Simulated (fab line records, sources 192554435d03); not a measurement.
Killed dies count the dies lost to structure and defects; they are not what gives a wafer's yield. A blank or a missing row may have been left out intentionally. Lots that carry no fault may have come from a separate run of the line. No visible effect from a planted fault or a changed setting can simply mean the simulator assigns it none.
One fault seen from 2 desks ; flow n5-finfet ; numbers are kept per desk, each desk with only its own; the story behind them comes last

## FOR THE TOOL OWNER'S DESK: cvd-co-01
The tool's own readings at N5_BEOL_M10_CVD_75 (deposits Co from CCTBA/H2, target thk 2 nm, time 138.9 s): means of the sampled wafers that have a number, for each lot that ran on this tool. Any lot whose mean is over 4 standard deviations away from the usual mean is out of limits and marked OUT; that distance is given in the brackets.
Columns: A = run-length-s at N5_BEOL_M10_CVD_75, usual 161.8 s
lot;first seen here;A
L581;day 9 16:49;161.6
L587;day 11 15:12;161.8
L591;day 12 17:10;161.4
L595;day 13 18:21;158.7 (-7.4) OUT
This desk finds L595 out of limits, L595 being first, at day 13 18:21 (run-length-s at N5_BEOL_M10_CVD_75). Within limits: L581, L587, L591.

## AT THE METROLOGY DESK
What the gauges read, lot by lot, whatever tool the lot ran on: means of the sampled wafers that have a number. Any lot whose mean is over 4 standard deviations away from the usual mean is out of limits and marked OUT; that distance is given in the brackets.
Columns: A = cd-nm at N5_BEOL_M10_CD_MEAS_35, usual 70.1 nm
lot;first seen here;A
L581;day 9 15:40;70.8
L582;day 10 09:48;70.1
L583;day 10 11:31;70.2
L584;day 10 12:07;70.0
L585;day 10 13:05;69.7
L586;day 11 02:37;70.2
L589;day 11 13:40;70.3
L587;day 11 13:52;70.0
L588;day 11 20:45;70.2
L592;day 12 13:36;70.1
L591;day 12 16:19;70.2
L595;day 13 17:17;71.1
L604;day 16 03:02;70.0
This desk's verdict: no lot among the 13 shows anything out of limits.

## BROUGHT TOGETHER
On L595, at day 13 18:21, an alarm was possible from the tool owner's desk.
Metrology desk: nothing out of limits seen.
The metrology desk holds a record of L595, inside its limits.
The lots listed all ran N5_BEOL_M10_CVD_75 on cvd-co-01.

## WHAT THE SIMULATOR HAD PUT IN
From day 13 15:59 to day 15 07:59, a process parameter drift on cvd-co-01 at N5_BEOL_M10_CVD_75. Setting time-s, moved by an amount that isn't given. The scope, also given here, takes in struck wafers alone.
Shown lots that were struck: L595.
Time in hours from fault onset to the first out-of-limits reading at each desk: the tool owner's desk, 2.
